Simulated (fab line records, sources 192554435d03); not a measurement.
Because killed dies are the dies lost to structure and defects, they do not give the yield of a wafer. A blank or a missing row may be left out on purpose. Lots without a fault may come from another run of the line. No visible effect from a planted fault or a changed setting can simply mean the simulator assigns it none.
fab line records | flow n5Finfet
[record] lots = 4 wafers = 12 lastDay = 19
route steps=1938 shown BEOL_M1@823 BEOL_M2@841 BEOL_M4@1111 PASSIVATION@1936
lots that met no fault: taken from a fault-free run of the same line
startH: hours from the record's first day to the start of the lot's first wafer shown | waitH: time in hours since the lot's previous step | " the same as in the row above | L1.1+2: a row that stands for several wafers | - no value present, or no start provided | * or withheld: withheld | < > ~ a bound
route shown NAME@n: a module of which the file shows steps, and the number in the route of the first | usual: average and standard deviation across the fault-free wafers | same: alike in all rows | chamber/n: place in a boat | sites: each site's reading | _std_site: standard deviation of those values | _edge_site: mean of outer sites minus mean of inner sites | radiusMm: how far each site lies from the wafer's centre | mask NAME#n: copy n | behind: tool/chamber where the wafer was last shaped | hold: reason for holding the lot/hours on hold/outcome of the hold | device: the n, p or np transistor that did not switch | end of line: the route-end tests of the same wafers | a step given without rows: its recipe and nothing more | killed: not the wafer's yield, but the dies lost to structure and defects at the first sort | map: shows each die of a wafer: x if killed, . if not, _ if none is there
set.NAME: the run value of the setting; set.NAME@STEP: its run value at that earlier step | model.NAME: the simulator's own value behind a step, which no gauge read
a table for each step, a row for each wafer; lots at some steps of the route
services: from which hour (startH, from the record's first day; less than 0 if before it) a tool's chamber was out of use, for how many hours, and why
[[steps]]
[step N5_BEOL_M1_ANNEAL_89]
[recipe] tempC = 400 timeS = 240 ambient = vacuum
[step N5_BEOL_M1_SPUTTER_90]
[recipe] material = Cu targetThkA = 45 tempC = -20 chamberPressurePa = 0.07 powerW = withheld timeS = 8.29
[step N5_BEOL_M1_ANNEAL_91]
[recipe] tempC = 400 timeS = 240 ambient = vacuum
[step N5_BEOL_M1_SPUTTER_92]
[recipe] material = Cu targetThkA = 45 tempC = -20 chamberPressurePa = 0.07 powerW = withheld timeS = 8.29
[step N5_BEOL_M1_ANNEAL_93]
[recipe] tempC = 400 timeS = 240 ambient = vacuum
[step N5_BEOL_M1_SPUTTER_94]
[recipe] material = Cu targetThkA = 45 tempC = -20 chamberPressurePa = 0.07 powerW = withheld timeS = 8.29
[step N5_BEOL_M1_ANNEAL_95]
[recipe] tempC = 400 timeS = 240 ambient = vacuum
[step N5_BEOL_M1_SPUTTER_96]
[recipe] material = Cu targetThkA = 45 tempC = -20 chamberPressurePa = 0.07 powerW = withheld timeS = 8.29
[step N5_BEOL_M1_ECD_50]
[recipe] material = Cu targetThkA = 3000
[step N5_BEOL_M1_ANNEAL_51]
[recipe] tempC = 225 timeS = 90 ambient = N2
[step N5_BEOL_M1_CMP_52]
[recipe] stopOn = SiOC tOverpolishS = 6.8 downForcePsi = 1 platenRpm = 50 clearingPlatenDownForcePsi = 1.5 clearingPlatenRpm = 50 postCmpClean = cuAlkaline targetThkNm = 40 clearingPlatenPadVelocityMS = 0.99484 padVelocityMS = 0.99484
[step N5_BEOL_M1_PRE_CLEAN_60]
[recipe] gas = NH3/H2 timeS = 15 tempC = * rfPowerW = 300
[usual] heaterPowerW = 94/22
// columns lot.wafer tool chamber startH waitH heaterPowerW
L463.1 cvdCo-01 2 151.46 0.0 51
L463.4 " 2 " " 50
L463.6 " 0 " " 89
L470.3 cvdCo-01 1 191.51 0.0 102
L470.5 " 0 " " 88
L470.6 " 1 " " 102
L473.3 cvdCo-01 0 201.42 0.0 85
L473.4 " 0 " " 87
L473.5 " 1 " " 103
L484.1 cvdCo-02 1 268.60 0.1 123
L484.4 " 0 " " 98
L484.6 " 2 " " 81
[step N5_BEOL_M1_CO_CAP_55]
[recipe] material = Co targetThkA = 20 tempC = 200 precursor = CCTBA/H2 pressureTorr = 30 timeS = 102.1
[step N5_BEOL_M1_PRE_CLEAN_56]
[recipe] gas = NH3 timeS = 15 tempC = withheld rfPowerW = 300
[step N5_BEOL_M1_DEP_57]
[recipe] material = SiCN targetThkA = 80 tempC = withheld precursor = 3MS/NH3 pressureTorr = 3 rfW = 202 timeS = 14
[step N5_BEOL_M1_INSPECT_59]
[recipe] inspectInstrument = darkfield mode = postDep
[usual] rawDefectCount = 73/21
// columns lot.wafer tool chamber startH waitH rawDefectCount
L463.1 defectInspect-02 - 151.71 0.0 68
L463.4 " - " " 50
L463.6 " - " " 52
L470.3 defectInspect-02 - 191.76 0.0 54
L470.5 " - " " 358
L470.6 " - " " 76
L473.3 defectInspect-01 - 201.70 0.0 453
L473.4 " - " " 379
L473.5 " - " " 97
L484.1 defectInspect-01 - 268.85 0.0 106
L484.4 " - " " 87
L484.6 " - " " 79
[step N5_BEOL_M2_ILD_DEP_00]
[recipe] material = SiOC targetThkA = 790 tempC = 350 precursor = DEMS/O2 pressureTorr = 5 rfW = 500 timeS = 15.3
[step N5_BEOL_M2_PECVD_72]
[recipe] material = SiO2 targetThkA = 160 tempC = 400 precursor = TEOS/O2 pressureTorr = 5.5 rfW = 450 teosFlowSccm = 53.8 gas = O2 flowSccm = 3000 timeS = 18
[step N5_BEOL_M2_HM_DEP_02]
[recipe] material = TiN targetThkA = 200 tempC = 25 chamberPressurePa = 0.49996
[step N5_BEOL_M2_COAT_61]
[recipe] resist = SOC tempC = 250 timeS = 60 spinRpm = 1500 resistThkNm = 60
[step N5_BEOL_M2_COAT_62]
[recipe] resist = SiARC tempC = 220 timeS = 60 spinRpm = 1500 resistThkNm = 12
[step N5_BEOL_M2_COAT_73]
[recipe] resist = underlayer tempC = 205 timeS = 60 spinRpm = 1500 resistThkNm = 5
[step N5_BEOL_M2_COAT_05]
[recipe] resist = CAR-EUV spinRpm = 1500 resistThkNm = 30
[step N5_BEOL_M2_EBR_07]
[recipe] solvent = PGMEA ebrWidthMm = 1.5
[step N5_BEOL_M2_SOFTBAKE_06]
[recipe] tempC = 110 timeS = 60 resist = CAR-EUV
[step N5_BEOL_M2_EXPOSE_08]
[recipe] maskId = M2 na = 0.33 sourceShape = dipole sigmaInner = 0.369 sigmaOuter = 0.767 polarization = unpolarized doseMj = 41.25
[step N5_BEOL_M2_PEB_09]
[recipe] pebTempC = 100 pebTimeS = 60 resist = CAR-EUV
[step N5_BEOL_M2_DEVELOP_10]
[recipe] developTimeS = 30 developer = TMAH resist = CAR-EUV rinseLiquid = surfactantRinse dry = airSpin devTempC = 23
[step N5_BEOL_M2_INSPECT_13]
[recipe] mode = adi inspectInstrument = brightfield
[usual] rawDefectCount = 412/82
// columns lot.wafer tool chamber startH waitH rawDefectCount
L463.1 defectInspect-01 - 153.27 0.1 310
L463.4 " - " " 289
L463.6 " - " " 309
L470.3 defectInspect-01 - 192.76 0.0 417
L470.5 " - " " 653
L470.6 " - " " 431
L473.3 defectInspect-02 - 203.76 0.0 741
L473.4 " - " " 636
L473.5 " - " " 394
L484.1 defectInspect-01 - 269.74 0.1 579
L484.4 " - " " 488
L484.6 " - " " 405
[step N5_BEOL_M2_DESCUM_16]
[recipe] chemistry = O2 timeS = 7 sourcePowerW = 50 biasPowerW = 20 pressureMtorr = 20 rfFrequencyHz = 2.712e+07 tempC = 40 resist = CAR-EUV o2FlowSccm = 225
[step N5_BEOL_M2_ETCH_74]
[recipe] chemistry = N2/H2 target = underlayer targetDepthA = 65 maskMaterial = CAR-EUV timeS = 5.2 ionEnergyEv = 200 pressureMtorr = 30 sourceW = 840 biasW = 150 n2FlowSccm = 200 h2FlowSccm = 200 ends = cleared
[step N5_BEOL_M2_ETCH_63]
[recipe] chemistry = CF4 target = SiARC targetDepthA = 156 maskMaterial = CAR-EUV timeS = 26 ionEnergyEv = 80 pressureMtorr = 40 sourceW = 545 biasW = 36 Ar_flow_sccm = 100 cf4FlowSccm = 100 ends = cleared
[step N5_BEOL_M2_ETCH_64]
[recipe] chemistry = N2/H2 target = SOC targetDepthA = 750 overetchA = 225 maskMaterial = SiARC tempC = 40 timeS = 121.9 ionEnergyEv = 200 pressureMtorr = 30 sourceW = 840 biasW = 150 n2FlowSccm = 200 h2FlowSccm = 200
[step N5_BEOL_M2_STRIP_65]
[recipe] chemistry = N2/H2 tempC = 40 n2FlowSccm = 200 h2FlowSccm = 200 rfFrequencyHz = 6e+07
[step N5_BEOL_M2_STRIP_75]
[recipe] chemistry = N2/H2 tempC = 40 n2FlowSccm = 200 h2FlowSccm = 200 rfFrequencyHz = 6e+07
[step N5_BEOL_M2_STRIP_66]
[recipe] chemistry = CF4 resist = SiARC powerW = 300 biasPowerW = 75 pressureMtorr = 50 cf4FlowSccm = 150 rfFrequencyHz = 6e+07
[step N5_BEOL_M2_HM_OPEN_17]
[recipe] chemistry = Cl2/BCl3 targetDepthA = 200 overetchA = 60 target = TiN maskMaterial = SOC ionEnergyEv = 150 pressureMtorr = 10 icpW = 1000 biasW = 126 Cl2_flow_sccm = 53.25 bcl3FlowSccm = 21.75 Ar_flow_sccm = 25
[step N5_BEOL_M2_INSPECT_30]
[recipe] mode = adi inspectInstrument = brightfield
[usual] rawDefectCount = 416/89
// columns lot.wafer tool chamber startH waitH rawDefectCount
L463.1 defectInspect-01 - 154.31 0.1 325
L463.4 " - " " 288
L463.6 " - " " 302
L470.3 defectInspect-02 - 193.65 0.0 389
L470.5 " - " " 655
L470.6 " - " " 395
L473.3 defectInspect-01 - 204.76 0.0 780
L473.4 " - " " 666
L473.5 " - " " 422
L484.1 defectInspect-01 - 270.71 0.1 605
L484.4 " - " " 482
L484.6 " - " " 374
[step N5_BEOL_M4_RC_MEAS_101]
[usual] DIBL_N = 36.8/1.9 DIBL_P = 36.5/2.1 IOFF_N = 0.17/0.038 IOFF_P = 0.22/0.039 ION_N = 675/12 ION_P = 463/7.4 SS_N = 71.6/0.71 SS_P = 73.4/0.72 VT_N = 249/3.3 VT_P = -250/3.3
// columns lot.wafer tool chamber startH waitH DIBL_N[mV/V] DIBL_P[mV/V] IOFF_N[nA/um] IOFF_P[nA/um] ION_N[uA/um] ION_P[uA/um] SS_N[mV/dec] SS_P[mV/dec] VT_N[mV] VT_P[mV]
L463.1 prober-01 0 187.70 0.0 36.9 35.9 0.17 0.22 686 468 71.6 73.5 247 -245
L463.4 " 0 " " 38.8 37.7 0.21 0.25 692 463 72.3 75.0 243 -248
L463.6 " 0 " " 35.6 34.4 0.15 0.20 685 464 71.8 72.6 250 -251
L470.3 prober-02 0 235.41 0.3 36.6 35.0 0.16 0.20 681 463 71.7 72.2 247 -251
L470.5 " 0 " " 36.8 35.5 0.18 0.22 680 464 71.4 72.4 247 -249
L470.6 " 0 " " 37.4 36.0 0.18 0.21 683 465 71.4 73.0 247 -250
L473.3 prober-01 0 245.98 0.3 37.4 36.8 0.17 0.22 679 466 71.2 73.3 251 -250
L473.4 " 0 " " 35.2 34.8 0.14 0.20 677 472 70.9 73.0 253 -248
L473.5 " 0 " " 36.9 36.2 0.16 0.21 659 456 71.3 72.6 250 -248
L484.1 prober-02 0 337.64 0.0 35.7 33.8 0.14 0.19 671 458 72.0 73.0 251 -251
L484.4 " 0 " " 39.4 38.3 0.20 0.26 665 459 73.5 74.1 249 -246
L484.6 " 0 " " 39.8 39.2 0.23 0.26 689 464 71.8 74.6 246 -246
[step N5_PASSIVATION_PROBE_49]
[usual] defectLimitedYield = 91.3/1.4 killed_at_M0_to_M3 = 33/11 killed_at_M4_up = 15/6.2 killedAtContacts = 13/6.5 killedAtFrontEnd = 38/11 killedAtOther = 3.4/2.6 killedDies = 102/17 killedOpen = 67/12 killedShort = 34/7.9 sort_bin_5_function = 5.1/0.88 sort_bin_6_memory = 3.3/0.65 sortNPass = 1078/17 sortYieldPct = 91.3/1.4
[same] grossDies = 1180 killedAtBackSide = 0 sort_bin_4_leakage[%] = 0 sort_bin_8_speed[%] = 0
// columns lot.wafer tool chamber startH waitH defectLimitedYield[%] killed_at_M0_to_M3 killed_at_M4_up killedAtContacts killedAtFrontEnd killedAtOther killedDies killedOpen killedShort sort_bin_5_function[%] sort_bin_6_memory[%] sortNPass sortYieldPct[%]
L470.5 prober-02 - 340.57 0.2 85.2 114 13 12 30 6 175 58 34 8.9 4.8 1005 85.2
L473.3 prober-02 - 346.76 0.1 85.0 100 25 13 32 7 177 59 39 8.8 4.7 1003 85.0
L473.4 prober-02 - 346.81 0.2 84.2 107 14 12 50 3 186 64 45 10.8 4.1 994 84.2
// killed by level:class
L470.5 BEOL_M1:unspecified=79 BEOL_M0_SAQP:geometricParticle:open=13 FIN_SAQP:geometricParticle:short=12 MOL_CONTACT_COAG:geometricParticle:open=11 BEOL_M0_SAQP:geometricParticle:short=11 BEOL_M4:geometricParticle:open=7 FIN_SAQP:geometricParticle:open=6 BEOL_M1:geometricParticle:open=4
L473.3 BEOL_M1:unspecified=78 MOL_CONTACT_COAG:geometricParticle:open=12 FIN_SAQP:geometricParticle:short=10 BEOL_M4:geometricParticle:open=10 BEOL_M1:geometricParticle:open=6 BEOL_M4:geometricParticle:short=4 BEOL_M5:geometricParticle:open=4 FIN_SAQP:geometricParticle:open=3
L473.4 BEOL_M1:unspecified=77 FIN_SAQP:geometricParticle:short=19 FIN_SAQP:geometricParticle:open=11 MOL_CONTACT_COAG:geometricParticle:open=10 BEOL_M1:geometricParticle:short=8 BEOL_M1:geometricParticle:open=8 GATE_CUT:geometricParticle:open=4 BEOL_M0_SAQP:geometricParticle:open=4
// map L470.5 (x killed, . not)
_________________............________________
______________..xx.........x..x._____________
___________.x..........x...........__________
__________...............x.........._________
________................x.......xx...._______
_______...xx...........................______
______...........x................x....._____
_____..x........x...................x....____
____............x.................x.......___
___........x...............................__
___...............x....x..........x........__
__......x.x................................._
__........x.............x.x................._
_..x........x.......................x.......x
_.....x............x...................x.....
_.x......x............x................x.....
_..x.xx.x...............x......x.......x.....
_.x...x....x...................xx..x.........
_...x..........x.......x.x....x.x............
_......................x..............x......
_..x....................x......x......x......
__...x...........x..x.........xx....x......._
__....x........x..........................x._
___..................x.........xx..........__
___.x..............................x.x.....__
____.......x.........x..x.x...............___
_____................x.x..xx.........x.x.____
______..............xxxxxxx..x....xx...._____
_______........x..xxxxxxxxxx.x.........______
________.....x..xx.xxxxxxxxxxx.x....x._______
__________......xxxxxxxxxxxxxx......_________
___________.....xxxxxxxxxxxxx.x....__________
______________..xxxxxxxxxx.x...._____________
_________________x..xxxxxxx.x________________
// map L473.4 (x killed, . not)
_________________......x.x...________________
______________..x..x............_____________
___________.................x......__________
__________xx.x......x......x........_________
________..x............x......x......._______
_______.....x..............x...x....xx.______
______.................................._____
_____..........x.x..............x.x....x.____
____.xxx....x.....................x.......___
___.................xx............x........__
___..x...x...............x...x.............__
__.....x...xx..............................x_
__.................x...........xx...x......._
_..x..x..............x.......................
_.............x...............x..............
_.......x.............x.....x...............x
_....x..........x..x.........................
_x.....................x.....x...............
_.........x......x.x..x........x.......x...x.
_.x...........xxx.x..x........x..............
_..........................................xx
__....xx......xx...x..x..x............xx...._
__.xx....x.....................x.x.........._
___...........................x............__
___.......xx.......................x.......__
____...............x..xx.....xx.x.........___
_____.............x....xx.x...x..........____
______x..........xx...xxx.x..........x.._____
_______......x......xxxxxxx...x.x......______
________.x...x..xxxxxxxxxxxxx........._______
__________.x...xx.xxxxxxxxxx........_________
___________.x...x.xxxxxxxxxxxxx....__________
______________....xxxxxxxxxx.x.x_____________
_________________..xxxxxxxxxx________________
[[services]]
// columns tool chamber startH hours kind
cvdCo-02 1 127.53 - clean
cvdCo-02 1 127.53 22.0 scheduledDown
cvdCo-02 1 127.53 22.0 ventCycle
cvdCo-02 2 184.98 28.7 repair
cvdCo-02 - 235.74 1.7 repair
cvdCo-01 - 267.94 1.4 repair
[[key]]
[firstSign] step = N5_BEOL_M1_INSPECT_59 reading = rawDefectCount direction = up sigmas = 15 usual = 73 struck = 397
[effect] step = N5_BEOL_M2_INSPECT_13 reading = rawDefectCount direction = up sigmas = 3.2 usual = 412 struck = 677
[effect] step = N5_BEOL_M2_INSPECT_30 reading = rawDefectCount direction = up sigmas = 3.2 usual = 416 struck = 700
[effect] step = N5_PASSIVATION_PROBE_49 reading = killed_at_M0_to_M3 direction = up sigmas = 7 usual = 33 struck = 107
[moreKillsBornAt] N5_BEOL_M1_PRE_CLEAN_60@cvdCo-01 = 234
metAt N5_BEOL_M1_PRE_CLEAN_60
struckWafers L470.5,L473.3,L473.4
onsetBetween 151.46 191.51
[fault] kind = chamberParticleSource tool = cvdCo-01 chamber = 0 onsetH = 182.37 steps = N5_BEOL_M1_PRE_CLEAN_60 ratePerVisitCm2 = 0.48302 endH = 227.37
